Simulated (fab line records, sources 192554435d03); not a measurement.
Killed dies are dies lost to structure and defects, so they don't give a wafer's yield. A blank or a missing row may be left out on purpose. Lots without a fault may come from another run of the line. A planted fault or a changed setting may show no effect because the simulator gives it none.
fab line records | flow n5_finfet
record lots=7 wafers=21
route steps=1938 shown MOL_CONTACT_COAG@563 BEOL_M0_SAQP@686 BEOL_M0@715 BEOL_M1@800
start_h: hours from the record's first day to the start of the lot's first wafer shown | wait_h: hours since the lot's step before | " the same as in the row above | L1.1+2: a row that stands for several wafers | - no value, or no start given | * or withheld: withheld | < > ~ a bound
route shown NAME@n: a module of which the file shows steps, and the number in the route of the first | usual: mean/standard deviation of fault-free wafers | same: alike in all rows | chamber/n: place in a boat | sites: the reading at each site | _std_site: their standard deviation | _edge_site: outer sites' mean less inner sites' | radius_mm: how far each site lies from the wafer's centre | mask NAME#n: copy n | behind: the tool/chamber that last shaped the wafer | hold: why the lot was held/for how many hours/how that ended | device: the transistor (n, p or np) that didn't switch | end of line: the same wafers' tests at the end of the route | a step without rows: its recipe alone | killed: dies lost to structure and defects at the first sort, not the wafer's yield | map: a wafer's dies, x killed, . not, _ none there
set.NAME: the setting as run; set.NAME@STEP: as run at that earlier step | model.NAME: the simulator's own value behind a step, which no gauge read
lots whose settings were changed on purpose; a table a step, a row a wafer
## steps
# step N5_MOL_CONTACT_COAG_PECVD_31
# recipe material=SiO2 target_thk_a=460 temp_c=400 precursor=TEOS/O2 pressure_torr=6.5 rf_w=withheld teos_flow_sccm=withheld gas=O2 flow_sccm=2650 time_s=8.9
# columns lot.wafer tool chamber start_h wait_h set.temp_c model.SiO2_of_MOL_CONTACT_COAG_PECVD_31.thk_nm
L074.2 pecvd-01 0 104.94 0.3 400 45.8
L074.4 " 2 " " 400 46.4
L074.5 " 1 " " 400 46.6
L076.1+6 pecvd-03 0 112.90 0.3 400 46.2
L076.2 " 1 " " 390.9 48.2
L077.2 pecvd-01 1 120.74 0.3 400 46.4
L077.4 " 0 " " 400 46.2
L077.6 " 2 " " 410.1 44.2
L082.2 pecvd-04 1 150.88 0.3 383.8 50.8
L082.3 " 0 " " 400 45.6
L082.4 " 1 " " 400 47.4
L083.1 pecvd-04 1 153.53 0.3 400 46.2
L083.3 " 2 " " 400 46.4
L083.4 " 0 " " 400 46.8
L090.1 pecvd-03 0 197.59 0.3 416.3 40.4
L090.2 " 2 " " 416.3 39.8
L090.6 " 1 " " 400 45.8
L095.1 pecvd-01 0 227.66 0.3 400 45.4
L095.4 " 1 " " 400 46.4
L095.6 " 0 " " 400 46
# step N5_MOL_CONTACT_COAG_COAT_75
# recipe resist=SOC temp_c=250 time_s=60 spin_rpm=1500 resist_thk_nm=60
# step N5_MOL_CONTACT_COAG_COAT_76
# recipe resist=SiARC temp_c=220 time_s=60 spin_rpm=1500 resist_thk_nm=10
# step N5_MOL_CONTACT_COAG_ETCHBACK_135
# recipe chemistry=CHF3 target=SiO2 target_depth_a=250 time_s=16.7 ion_energy_ev=200 pressure_mtorr=30 source_w=610 bias_w=170 Ar_flow_sccm=200 CHF3_flow_sccm=50
# step N5_MOL_CONTACT_COAG_STRIP_118
# recipe chemistry=CHF3 resist=SiARC rf_frequency_hz=6e+07
# step N5_MOL_CONTACT_COAG_VIA_ETCH_46
# recipe chemistry=C4F6/O2 target_depth_a=460 overetch_a=92 mask_material=SOC target=SiO2 bias_w=455 pressure_mtorr=10 time_s=40 source_w=325 Ar_flow_sccm=300 C4F6_flow_sccm=10 O2_flow_sccm=10 ion_energy_ev=575.3 ends=end_point
# columns lot.wafer tool chamber start_h wait_h set.temp_c@MOL_CONTACT_COAG_PECVD_31 model.etch.depth_nm
L074.2 rie_diel-03 2 106.18 0.0 400 45.83
L074.4 " 1 " " 400 46.43
L074.5 " 3 " " 400 46.62
L076.1+6 rie_diel-02 3,0 114.13 0.0 400 46.16
L076.2 " 0 " " 390.9 48.15
L077.2 rie_diel-03 1 121.84 0.0 400 46.46
L077.4 " 1 " " 400 46.26
L077.6 " 2 " " 410.1 44.23
L082.2 rie_diel-02 2 153.32 0.0 383.8 50.74
L082.3 " 1 " " 400 45.59
L082.4 " 3 " " 400 47.34
L083.1 rie_diel-02 3 155.54 0.0 400 46.16
L083.3 " 1 " " 400 46.49
L083.4 " 2 " " 400 46.83
L090.1 rie_diel-03 1 199.27 0.0 416.3 40.47
L090.2 " 0 " " 416.3 39.85
L090.6 " 0 " " 400 45.85
L095.1 rie_diel-03 0 229.66 0.0 400 45.35
L095.4 " 2 " " 400 46.39
L095.6 " 0 " " 400 45.91
# step N5_MOL_CONTACT_COAG_ETCH_124
# recipe chemistry=CH3F/O2 target=SiNx target_depth_a=65 mask_material=SOC stop_on=SiOC over_etch_frac=0.3 ion_energy_ev=120 pressure_mtorr=30 source_w=395 bias_w=73 Ar_flow_sccm=150 CH3F_flow_sccm=30 O2_flow_sccm=20 ends=end_point
# usual rf_vpp_V=297/3.5
# columns lot.wafer tool chamber start_h wait_h set.source_w rf_vpp_V
L074.2 rie_diel-01 2 107.78 0.0 395 301
L074.4 " 3 " " 395 304
L074.5 " 1 " " 395 294
L076.1 rie_diel-02 0 115.54 0.0 331.1 326
L076.2 " 1 " " 331.1 329
L076.6 " 2 " " 395 297
L077.2 rie_diel-01 3 123.26 0.0 395 303
L077.4 " 2 " " 343.5 319
L077.6 " 3 " " 343.5 325
L082.2 rie_diel-02 1 156.06 0.0 395 302
L082.3 " 2 " " 441.5 281
L082.4 " 3 " " 441.5 282
L083.1 rie_diel-01 0 158.69 0.0 395 297
L083.3 " 3 " " 395 303
L083.4 " 3 " " 395 304
L090.1 rie_diel-03 1 200.67 0.0 430.8 284
L090.2 " 0 " " 395 295
L090.6 " 1 " " 395 295
L095.1 rie_diel-03 0 231.52 0.0 395 295
L095.4 " 2 " " 395 294
L095.6 " 1 " " 395 296
# step N5_MOL_CONTACT_COAG_CVD_140
# recipe material=W target_thk_a=665 mode=selective_fill temp_c=300 time_s=215
# columns lot.wafer tool chamber start_h wait_h set.target_thk_a model.W_of_MOL_CONTACT_COAG_CVD_140.thk_nm
L074.2 cvd_w-01 1 108.23 0.1 726.7 72.6
L074.4+5 " 1 " " 726.7 72.4
L076.1 cvd_w-01 1 115.99 0.1 665 66.6
L076.2 " 0 " " 665 65.8
L076.6 " 1 " " 665 66.2
L077.2+6 cvd_w-01 0,1 123.99 0.1 747.6 75
L077.4 " 0 " " 665 67.6
L082.2 cvd_w-01 0 156.52 0.1 665 66.2
L082.3 " 1 " " 665 66
L082.4 " 0 " " 665 65.8
L083.1 cvd_w-02 0 159.14 0.1 735.8 73.2
L083.3 " 0 " " 665 66.4
L083.4 " 1 " " 665 66.2
L090.1 cvd_w-01 1 201.13 0.1 706.5 70.8
L090.2 " 0 " " 706.5 70
L090.6 " 0 " " 665 66.6
L095.1 cvd_w-02 1 231.97 0.1 665 66.8
L095.4 " 0 " " 665 67
L095.6 " 0 " " 665 67.2
# step N5_BEOL_M0_SAQP_EXPOSE_37
# recipe mask_id=M0_CUT1 na=0.33 source_shape=annular sigma_inner=0.35 sigma_outer=0.8 polarization=unpolarized target_cd_nm=30 dose_mj=44.75
# columns lot.wafer tool chamber start_h wait_h mask set.dose_mj
L074.2+4 euv_scanner-01 0 117.46 - M0_CUT1#0 47.67
L074.5 " 0 " " M0_CUT1#0 44.75
L076.1+2+6 euv_scanner-02 0 128.09 - M0_CUT1#0 44.75
L077.2+4+6 euv_scanner-01 0 133.20 - M0_CUT1#0 44.75
L082.2 euv_scanner-02 0 165.97 - M0_CUT1#0 41.53
L082.3+4 " 0 " " M0_CUT1#0 44.75
L083.1 euv_scanner-01 0 170.54 - M0_CUT1#0 44.75
L083.3+4 " 0 " " M0_CUT1#0 45.65
L090.1+6 euv_scanner-02 0 212.33 - M0_CUT1#0 44.75
L090.2 " 0 " " M0_CUT1#0 41.46
L095.1+4+6 euv_scanner-01 0 241.83 - M0_CUT1#0 44.75
# step N5_BEOL_M0_SAQP_PEB_38
# recipe peb_temp_c=100 peb_time_s=60 resist=CAR-EUV
# step N5_BEOL_M0_SAQP_DEVELOP_39
# recipe develop_time_s=30 developer=TMAH resist=CAR-EUV rinse_liquid=surfactant_rinse dry=air_spin dev_temp_c=23
# step N5_BEOL_M0_SAQP_CD_MEAS_40
# recipe target_cd_nm=30 landing_energy_ev=500 detector=se_inlens
# usual cd_nm=29.98/0.21
# columns lot.wafer tool chamber start_h wait_h set.dose_mj@BEOL_M0_SAQP_EXPOSE_37 cd_nm
L074.2 cd_sem-02 0 117.59 - 47.67 31.29
L074.4 " 0 " " 47.67 31.50
L074.5 " 0 " " 44.75 29.93
L076.1 cd_sem-02 0 128.22 - 44.75 29.82
L076.2 " 0 " " 44.75 29.92
L076.6 " 0 " " 44.75 30.02
L077.2 cd_sem-02 0 133.33 - 44.75 29.94
L077.4 " 0 " " 44.75 30.28
L077.6 " 0 " " 44.75 30.05
L082.2 cd_sem-02 0 166.10 - 41.53 28.02
L082.3 " 0 " " 44.75 29.77
L082.4 " 0 " " 44.75 29.85
L083.1 cd_sem-03 0 170.67 - 44.75 30.46
L083.3 " 0 " " 45.65 30.59
L083.4 " 0 " " 45.65 30.50
L090.1 cd_sem-01 0 212.46 - 44.75 30.04
L090.2 " 0 " " 41.46 28.51
L090.6 " 0 " " 44.75 29.88
L095.1 cd_sem-01 0 241.96 - 44.75 29.96
L095.4 " 0 " " 44.75 29.41
L095.6 " 0 " " 44.75 29.90
# step N5_BEOL_M0_SAQP_DESCUM_45
# recipe chemistry=O2 time_s=7 source_power_w=50 bias_power_w=20 pressure_mtorr=20 rf_frequency_hz=2.712e+07 temp_c=40 resist=CAR-EUV o2_flow_sccm=225
# columns lot.wafer tool chamber start_h wait_h set.dose_mj@BEOL_M0_SAQP_EXPOSE_37 model.BEOL_M0_SAQP.cd_nm
L074.2+4 rie_diel-06 3,0 117.71 0.0 47.67 31.2
L074.5 " 0 " " 44.75 30
L076.1 rie_diel-06 3 128.51 0.2 44.75 29.8
L076.2+6 " 2,3 " " 44.75 30
L077.2+6 rie_diel-04 0,2 133.45 0.0 44.75 29.8
L077.4 " 1 " " 44.75 30
L082.2 rie_diel-05 2 166.22 0.0 41.53 28.4
L082.3+4 " 0,3 " " 44.75 30
L083.1 rie_diel-06 1 170.90 0.1 44.75 30.2
L083.3 " 3 " " 45.65 30.4
L083.4 " 0 " " 45.65 30.6
L090.1 rie_diel-06 2 212.59 0.0 44.75 30.2
L090.2 " 1 " " 41.46 28.2
L090.6 " 1 " " 44.75 30
L095.1+4+6 rie_diel-05 2,1,1 242.28 0.2 44.75 29.8
# step N5_BEOL_M0_SAQP_ETCH_88
# recipe chemistry=N2/H2 target=underlayer target_depth_a=65 time_s=5.2 ion_energy_ev=200 mask_material=CAR-EUV pressure_mtorr=30 source_w=840 bias_w=150 n2_flow_sccm=200 h2_flow_sccm=200 ends=cleared
# usual etch_rf_on_time_s=5.21/0.11 rf_vpp_V=523.9/2.5
# columns lot.wafer tool chamber start_h wait_h set.source_w etch_rf_on_time_s rf_vpp_V
L074.2 rie_diel-06 3 117.74 0.0 840 5.20 524.7
L074.4 " 0 " " 840 5.09 524.9
L074.5 " 0 " " 840 5.14 524.5
L076.1 rie_diel-06 3 128.55 0.0 840 5.26 524.3
L076.2 " 2 " " 699.2 6.29 560.2
L076.6 " 3 " " 840 5.19 524.5
L077.2 rie_diel-04 0 133.49 0.0 840 5.22 521.7
L077.4 " 1 " " 763 5.52 539.4
L077.6 " 2 " " 763 5.63 539.2
L082.2 rie_diel-05 2 166.25 0.0 753.8 5.72 544.8
L082.3 " 0 " " 840 5.23 528.6
L082.4 " 3 " " 753.8 5.57 541.2
L083.1 rie_diel-06 1 170.93 0.0 753.2 5.49 544.5
L083.3 " 3 " " 840 5.20 525.3
L083.4 " 0 " " 840 5.06 523.7
L090.1 rie_diel-06 2 212.62 0.0 840 5.35 526.8
L090.2 " 1 " " 705.1 5.79 554.6
L090.6 " 1 " " 840 5.05 525.5
L095.1 rie_diel-05 2 242.32 0.0 840 5.28 523.4
L095.4 " 1 " " 840 5.23 526.3
L095.6 " 1 " " 840 5.23 523.7
# step N5_BEOL_M0_SAQP_ETCH_73
# recipe chemistry=CF4 target=SiARC target_depth_a=195 mask_material=CAR-EUV time_s=32.5 ion_energy_ev=80 pressure_mtorr=40 source_w=545 bias_w=36 Ar_flow_sccm=100 cf4_flow_sccm=100 ends=cleared
# step N5_BEOL_M0_SAQP_CUT_ETCH_46
# recipe chemistry=N2/H2 target=SOC target_depth_a=1350 overetch_a=270 temp_c=40 time_s=202.5 ion_energy_ev=200 mask_material=SiARC pressure_mtorr=30 source_w=840 bias_w=150 n2_flow_sccm=200 h2_flow_sccm=200
# columns lot.wafer tool chamber start_h wait_h set.dose_mj@BEOL_M0_SAQP_EXPOSE_37 model.BEOL_M0_SAQP.cd_nm
L074.2+4 rie_diel-06 3,0 117.79 0.0 47.67 31.2
L074.5 " 0 " " 44.75 29.8
L076.1 rie_diel-06 3 128.60 0.0 44.75 30.4
L076.2 " 2 " " 44.75 29.8
L076.6 " 3 " " 44.75 30.2
L077.2+4+6 rie_diel-04 0,1,2 133.53 0.0 44.75 29.8
L082.2 rie_diel-05 2 166.30 0.0 41.53 28.4
L082.3 " 0 " " 44.75 29.8
L082.4 " 3 " " 44.75 30.2
L083.1 rie_diel-06 1 170.98 0.0 44.75 30.2
L083.3+4 " 3,0 " " 45.65 30.4
L090.1+6 rie_diel-06 2,1 212.67 0.0 44.75 30
L090.2 " 1 " " 41.46 28.4
L095.1 rie_diel-05 2 242.37 0.0 44.75 29.8
L095.4+6 " 1 " " 44.75 29.2
# step N5_BEOL_M0_SAQP_STRIP_74
# recipe chemistry=N2/H2 temp_c=40 n2_flow_sccm=200 h2_flow_sccm=200 rf_frequency_hz=6e+07
# step N5_BEOL_M0_SAQP_STRIP_89
# recipe chemistry=N2/H2 temp_c=40 n2_flow_sccm=200 h2_flow_sccm=200 rf_frequency_hz=6e+07
# step N5_BEOL_M0_SAQP_ALD_48
# recipe material=SiO2 target_thk_a=200 temp_c=100 ald_precursor_family=BDEAS ald_co_reactant=O2-plasma pulse_time_s=1 co_reactant_pulse_time_s=1 purge_time_s=2 co_reactant_purge_time_s=2 ald_cycles=139 pressure_torr=2
# step N5_BEOL_M0_SAQP_ETCH_49
# recipe chemistry=CF4/O2 target_depth_a=370 target=SiO2 pressure_mtorr=40 source_w=535 bias_w=49 Ar_flow_sccm=100 cf4_flow_sccm=100 O2_flow_sccm=10 ion_energy_ev=100
# columns lot.wafer tool chamber start_h wait_h set.dose_mj@BEOL_M0_SAQP_EXPOSE_37 model.BEOL_M0_SAQP.cd_nm
L074.2+4 rie_diel-04 1,2 118.52 0.3 47.67 31.2
L074.5 " 0 " " 44.75 29.6
L076.1+6 rie_diel-06 0,3 129.43 0.4 44.75 30.4
L076.2 " 3 " " 44.75 29.8
L077.2 rie_diel-05 0 134.26 0.3 44.75 30
L077.4+6 " 3,2 " " 44.75 29.8
L082.2 rie_diel-06 0 167.03 0.3 41.53 28.6
L082.3 " 2 " " 44.75 29.8
L082.4 " 1 " " 44.75 30.2
L083.1 rie_diel-04 0 171.71 0.3 44.75 30.2
L083.3+4 " 3 " " 45.65 30.4
L090.1 rie_diel-05 0 213.43 0.3 44.75 30.2
L090.2 " 3 " " 41.46 28.2
L090.6 " 1 " " 44.75 30
L095.1 rie_diel-05 2 243.09 0.3 44.75 29.8
L095.4+6 " 3,1 " " 44.75 29.2
# step N5_BEOL_M0_ETCH_138
# recipe chemistry=CH3F/O2 target_depth_a=120 target=SiCN time_s=31.6 ion_energy_ev=120 pressure_mtorr=30 source_w=395 bias_w=75 Ar_flow_sccm=150 CH3F_flow_sccm=30 O2_flow_sccm=20 ends=cleared
# usual rf_vpp_V=298.4/1.4
# columns lot.wafer tool chamber start_h wait_h set.source_w rf_vpp_V
L074.2 rie_diel-01 2 119.45 0.0 355.9 308.8
L074.4 " 3 " " 395 298.1
L074.5 " 2 " " 395 298.5
L076.1 rie_diel-01 2 130.21 0.0 395 297.6
L076.2 " 0 " " 395 299.9
L076.6 " 3 " " 324.7 316.2
L077.2 rie_diel-03 2 135.25 0.0 395 298.6
L077.4 " 1 " " 395 295.3
L077.6 " 3 " " 395 297.6
L082.2 rie_diel-01 3 167.70 0.0 458.6 282.9
L082.3 " 0 " " 458.6 284.0
L082.4 " 2 " " 395 299.0
L083.1 rie_diel-02 3 172.37 0.0 446.3 286.2
L083.3 " 0 " " 446.3 285.0
L083.4 " 0 " " 395 299.7
L090.1 rie_diel-03 0 214.22 0.0 395 297.0
L090.2 " 2 " " 395 300.6
L090.6 " 3 " " 395 298.7
L095.1 rie_diel-02 2 243.88 0.0 395 299.9
L095.4 " 2 " " 395 299.8
L095.6 " 1 " " 395 296.2
# step N5_BEOL_M1_TRENCH_ETCH_37
# recipe chemistry=C4F6/O2 target_depth_a=552.07 target=SiOC time_s=29 ion_energy_ev=250 pressure_mtorr=30 source_w=355 bias_w=185 Ar_flow_sccm=300 C4F6_flow_sccm=10 O2_flow_sccm=10
# columns lot.wafer tool chamber start_h wait_h set.time_s model.etch.depth_nm model.BEOL_M1.feature_depth_nm
L074.2 rie_diel-04 0 - - 29 55.6 55.6
L074.4 " 2 " " 29 54.95 55
L074.5 " 0 " " 26.54 50.47 50.4
L076.1 rie_diel-04 0 - - 29 55.14 55.2
L076.2 " 1 " " 29 56 56
L076.6 " 1 " " 29 55.75 55.8
L077.2 rie_diel-06 2 - - 26.83 48.93 49
L077.4 " 0 " " 26.83 51.34 51.4
L077.6 " 1 " " 29 56.94 57
L082.2 rie_diel-04 2 - - 29 56.29 56.2
L082.3 " 1 " " 23.48 44.63 44.6
L082.4 " 0 " " 23.48 44.36 44.4
L083.1 rie_diel-04 3 - - 29 55.86 55.8
L083.3 " 1 " " 29 55.71 55.8
L083.4 " 0 " " 29 54.92 55
L090.1 rie_diel-04 1 - - 25.44 48.98 49
L090.2 " 3 " " 29 55.56 55.6
L090.6 " 1 " " 29 56.2 56.2
L095.1 rie_diel-05 0 - - 29 53.67 53.6
L095.4 " 1 " " 29 54.41 54.4
L095.6 " 3 " " 29 55.51 55.6
# step N5_BEOL_M1_ETCH_41
# recipe chemistry=CH3F/O2 target=SiCN target_depth_a=319 taper_deg=2 time_s=57.8 ion_energy_ev=120 mask_material=TiN pressure_mtorr=30 source_w=395 bias_w=75 Ar_flow_sccm=150 CH3F_flow_sccm=30 O2_flow_sccm=20
# step N5_BEOL_M1_STRIP_97
# recipe chemistry=N2/H2 time_s=10 power_w=450 temp_c=40 pressure_mtorr=20 rf_frequency_hz=6e+07 bias_power_w=7 n2_flow_sccm=200 h2_flow_sccm=200
# step N5_BEOL_M1_OCD_MEAS_38
# usual trench_depth_nm=55.2/0.96
# columns lot.wafer tool chamber start_h wait_h set.time_s@BEOL_M1_TRENCH_ETCH_37 trench_depth_nm
L074.2 ocd-02 - 130.54 - 29 55.1
L074.4 " - " " 29 55.1
L074.5 " - " " 26.54 50.8
L076.1 ocd-01 - 139.92 - 29 54.9
L076.2 " - " " 29 56.2
L076.6 " - " " 29 56.0
L077.2 ocd-02 - 149.66 - 26.83 48.8
L077.4 " - " " 26.83 51.2
L077.6 " - " " 29 56.8
L082.2 ocd-01 - 194.19 - 29 56.5
L082.3 " - " " 23.48 45.0
L082.4 " - " " 23.48 44.2
L083.1 ocd-02 - 194.65 - 29 55.6
L083.3 " - " " 29 55.7
L083.4 " - " " 29 55.4
L090.1 ocd-02 - 231.77 - 25.44 49.0
L090.2 " - " " 29 55.4
L090.6 " - " " 29 56.9
L095.1 ocd-01 - 262.81 - 29 53.3
L095.4 " - " " 29 54.0
L095.6 " - " " 29 55.7
# step N5_BEOL_M1_CMP_52
# recipe stop_on=SiOC t_overpolish_s=6.8 down_force_psi=1 platen_rpm=50 clearing_platen_down_force_psi=1.5 clearing_platen_rpm=50 post_cmp_clean=cu_alkaline target_thk_nm=40 clearing_platen_pad_velocity_m_s=0.99484 pad_velocity_m_s=0.99484
# usual barrier_field_endpoint_s=24.6/0.52
# columns lot.wafer tool chamber start_h wait_h set.down_force_psi barrier_field_endpoint_s
L074.2 cmp-03 2 133.90 0.3 1 24.2
L074.4 " 3 " " 0.8474 29.5
L074.5 " 0 " " 1 25.1
L076.1 cmp-04 0 143.73 0.3 1 25.0
L076.2 " 2 " " 1 24.8
L076.6 " 0 " " 1 25.5
L077.2 cmp-04 1 153.15 0.2 1.097 21.3
L077.4 " 2 " " 1.097 21.8
L077.6 " 1 " " 1.097 21.4
L082.4 cmp-04 3 197.80 0.2 1 24.4
L082.2 " 0 " " 1 24.0
L082.3 " 1 " " 1 23.9
L083.1 cmp-03 1 198.47 0.3 1.071 22.7
L083.3 " 2 " " 1 24.3
L083.4 " 3 " " 1.071 23.0
L090.2 cmp-01 3 235.26 0.3 0.8883 27.9
L090.1 " 0 " " 1 23.6
L090.6 " 3 " " 0.8883 27.7
L095.1 cmp-01 0 267.98 0.3 1 24.0
L095.4 " 1 " " 1 24.5
L095.6 " 3 " " 1 25.1
## key
split step=N5_MOL_CONTACT_COAG_PECVD_31 setting=temp_c stated=400 by=wafer
response step=N5_MOL_CONTACT_COAG_PECVD_31 reading=model.SiO2_of_MOL_CONTACT_COAG_PECVD_31.thk_nm change=-1.13 per=1% r=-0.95
response step=N5_MOL_CONTACT_COAG_VIA_ETCH_46 reading=model.etch.depth_nm change=-1.13 per=1% r=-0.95
split step=N5_MOL_CONTACT_COAG_ETCH_124 setting=source_w stated=395 by=wafer
response step=N5_MOL_CONTACT_COAG_ETCH_124 reading=rf_vpp_V change=-1.65 per=1% r=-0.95
split step=N5_MOL_CONTACT_COAG_CVD_140 setting=target_thk_a stated=665 by=wafer
response step=N5_MOL_CONTACT_COAG_CVD_140 reading=model.W_of_MOL_CONTACT_COAG_CVD_140.thk_nm change=+0.617 per=1% r=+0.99
split step=N5_BEOL_M0_SAQP_EXPOSE_37 setting=dose_mj stated=44.75 by=wafer
response step=N5_BEOL_M0_SAQP_CD_MEAS_40 reading=cd_nm change=+0.218 per=1% r=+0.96
response step=N5_BEOL_M0_SAQP_DESCUM_45 reading=model.BEOL_M0_SAQP.cd_nm change=+0.222 per=1% r=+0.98
response step=N5_BEOL_M0_SAQP_CUT_ETCH_46 reading=model.BEOL_M0_SAQP.cd_nm change=+0.215 per=1% r=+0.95
response step=N5_BEOL_M0_SAQP_ETCH_49 reading=model.BEOL_M0_SAQP.cd_nm change=+0.229 per=1% r=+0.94
split step=N5_BEOL_M0_SAQP_ETCH_88 setting=source_w stated=840 by=wafer
response step=N5_BEOL_M0_SAQP_ETCH_88 reading=etch_rf_on_time_s change=* per=1% r=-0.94
response step=N5_BEOL_M0_SAQP_ETCH_88 reading=rf_vpp_V change=-1.88 per=1% r=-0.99
split step=N5_BEOL_M0_ETCH_138 setting=source_w stated=395 by=wafer
response step=N5_BEOL_M0_ETCH_138 reading=rf_vpp_V change=-1.01 per=1% r=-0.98
split step=N5_BEOL_M1_TRENCH_ETCH_37 setting=time_s stated=29 by=wafer
response step=N5_BEOL_M1_TRENCH_ETCH_37 reading=model.etch.depth_nm change=+0.626 per=1% r=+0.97
response step=N5_BEOL_M1_TRENCH_ETCH_37 reading=model.BEOL_M1.feature_depth_nm change=+0.624 per=1% r=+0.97
response step=N5_BEOL_M1_OCD_MEAS_38 reading=trench_depth_nm change=+0.63 per=1% r=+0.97
split step=N5_BEOL_M1_CMP_52 setting=down_force_psi stated=1 by=wafer
response step=N5_BEOL_M1_CMP_52 reading=barrier_field_endpoint_s change=-0.321 per=1% r=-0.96
